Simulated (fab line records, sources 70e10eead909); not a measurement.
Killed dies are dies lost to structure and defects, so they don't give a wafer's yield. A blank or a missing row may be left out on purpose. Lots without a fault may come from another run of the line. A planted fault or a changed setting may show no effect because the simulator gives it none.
Chamber matching | flow nand_harc | NHARC_A_M1_DESCUM_14 on rie_diel-03: 4 sister chambers
The step chemistry O2, time 3 s. 18 wafers are shown with their chamber, then 9 later ones without.

WAFERS WITH THEIR CHAMBER
wafer  | chamber | drypump_motor_current_A (A) | o2_flow_sccm (sccm) | oes_product_au (a.u.)
L078.3 | 3       | 6.05                        | 200.3               | 0.990
L078.4 | 2       | 6.02                        | 199.7               | 1.005
L078.5 | 3       | 6.06                        | 200.8               | 0.995
L078.1 | 0       | 5.69                        | 199.6               | 0.985
L078.2 | 1       | 6.14                        | 200.0               | 1.002
L078.6 | 0       | 5.68                        | 200.1               | 0.993
L084.1 | 0       | 5.68                        | 199.0               | 1.002
L084.4 | 2       | 6.05                        | 200.2               | 0.997
L084.6 | 0       | 5.70                        | 199.9               | 0.999
L086.1 | 0       | 5.69                        | 200.8               | 1.015
L086.2 | 1       | 6.14                        | 201.6               | 1.006
L086.4 | 2       | 6.03                        | 199.8               | 0.999
L087.1 | 0       | 5.69                        | 199.7               | 0.996
L087.4 | 2       | 6.06                        | 199.6               | 0.999
L087.5 | 0       | 5.67                        | 200.0               | 0.996
L092.2 | 0       | 5.70                        | 199.4               | 0.997
L092.3 | 1       | 6.14                        | 200.0               | 0.989
L092.6 | 2       | 6.00                        | 200.8               | 0.999

SIGNATURES (means of the wafers above)
reading                 | chamber 0 | chamber 1 | chamber 2 | chamber 3 | scatter within a chamber
drypump_motor_current_A | 5.6875    | 6.1400    | 6.0320    | 6.0550    | 0.0148
o2_flow_sccm            | 199.812   | 200.533   | 200.020   | 200.550   | 0.585
oes_product_au          | 0.99787   | 0.99900   | 0.99980   | 0.99250   | 0.00715
Rule: a wafer's distance from a chamber is the root of the sum, over the readings, of the square of ((its reading less the chamber's mean) divided by the reading's scatter). The wafer belongs to the nearest chamber; if the next one is less than 2 further off, it can't be placed. The scatter: the root of (the sum of the squares of (reading less its chamber's mean) over the shown wafers, divided by (wafers less chambers)).

WAFERS WITHOUT THEIR CHAMBER
wafer  | drypump_motor_current_A (A) | o2_flow_sccm (sccm) | oes_product_au (a.u.)
L091.1 | 6.05                        | 200.2               | 0.991
L091.3 | 6.01                        | 199.4               | 0.992
L091.5 | 6.05                        | 200.7               | 1.005
L091.2 | 5.70                        | 200.4               | 0.997
L091.4 | 6.14                        | 199.8               | 1.000
L091.6 | 5.69                        | 200.4               | 0.988
L094.4 | 6.03                        | 199.5               | 1.006
L094.5 | 6.16                        | 199.9               | 1.005
L094.6 | 5.98                        | 200.1               | 1.001

WHICH CHAMBER EACH WENT THROUGH
wafer  | from the rows above     | in truth
L091.1 | can't be placed: 3 or 2 | 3
L091.3 | can't be placed: 2 or 3 | 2
L091.5 | can't be placed: 3 or 2 | 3
L091.2 | 0                       | 0
L091.4 | 1                       | 1
L091.6 | 0                       | 0
L094.4 | can't be placed: 2 or 3 | 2
L094.5 | 1                       | 1
L094.6 | can't be placed: 2 or 3 | 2
Placed correctly: 4 of 9. Can't be placed from these rows: 5 (the true chamber is among the candidates in 5). Placed wrongly: 0.
